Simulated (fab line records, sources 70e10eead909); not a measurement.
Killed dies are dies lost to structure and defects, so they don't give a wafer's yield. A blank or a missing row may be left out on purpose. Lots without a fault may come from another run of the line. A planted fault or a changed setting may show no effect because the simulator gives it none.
Which tool did it? | flow nand_harc | 24 lots, 72 wafers sampled, at 1 step of a route of 1302

WHAT THE GAUGES READ, wafer by wafer
NHARC_P_M2_INSPECT_11. Usual: raw_defect_count 5, standard deviation 3.
lot  | measured     | on                | raw_defect_count | flag
L074 | day 6 05:02  | defect_inspect-01 | 5 8 4            |
L075 | day 6 20:50  | defect_inspect-01 | 4 6 12           |
L076 | day 7 00:16  | defect_inspect-02 | 7 3 7            |
L077 | day 7 15:34  | defect_inspect-02 | 5 3 5            |
L078 | day 8 00:44  | defect_inspect-02 | 5 9 3            |
L079 | day 8 11:01  | defect_inspect-02 | 3 3 4            |
L080 | day 9 01:14  | defect_inspect-02 | 5 5 5            |
L081 | day 9 15:35  | defect_inspect-02 | 2 2 2            |
L082 | day 9 19:02  | defect_inspect-01 | 4 3 0            |
L083 | day 10 09:25 | defect_inspect-01 | 4 3 1            |
L085 | day 11 00:51 | defect_inspect-01 | 7 12 11          |
L084 | day 11 01:01 | defect_inspect-01 | 5 2 6            |
L086 | day 11 11:34 | defect_inspect-02 | 5 2 6            |
L088 | day 12 08:07 | defect_inspect-01 | 8 3 5            |
L087 | day 12 09:16 | defect_inspect-02 | 3 1 2            |
L089 | day 12 20:13 | defect_inspect-02 | 4 9 2            |
L090 | day 13 03:19 | defect_inspect-02 | 4 4 4            |
L091 | day 13 14:27 | defect_inspect-02 | 11 8 8           |
L092 | day 14 01:27 | defect_inspect-02 | 5 1 6            |
L093 | day 14 02:23 | defect_inspect-02 | 6 8 6            |
L094 | day 14 12:49 | defect_inspect-02 | 5 8 9            |
L095 | day 15 02:08 | defect_inspect-02 | 10 4 7           |
L096 | day 15 16:38 | defect_inspect-02 | 3 3 3            |
L097 | day 16 00:29 | defect_inspect-02 | 3 2 2            |

WHICH TOOL RAN EACH LOT (tool, then ch and the chambers of the sampled wafers, then the start)
The record holds no process step before these readings.

WHAT THE TOOLS THEMSELVES READ (means of the sampled wafers that have a number; where no wafer has one, the mark that the record gives instead)
The record holds no such reading with a usual standard deviation.

THE ANSWER, worked out from the rows above alone
Rule: a lot is off if the mean of its wafers that have a number lies more than 3 standard deviations from the usual mean. A lot without any number at a reading at which 4 lots or more have one is off too. The other lots that the step has rows for count as sound. The gauges are gone through in route order, then the tools' own readings, and for those a lot's mean is taken as printed above. The first step at which some lot is off is used, and at that step the reading that is off furthest; a lot without a number counts as furthest.
No lot is off at any reading shown: from this, nothing can be told.

WHAT THE SIMULATOR HAD PUT IN
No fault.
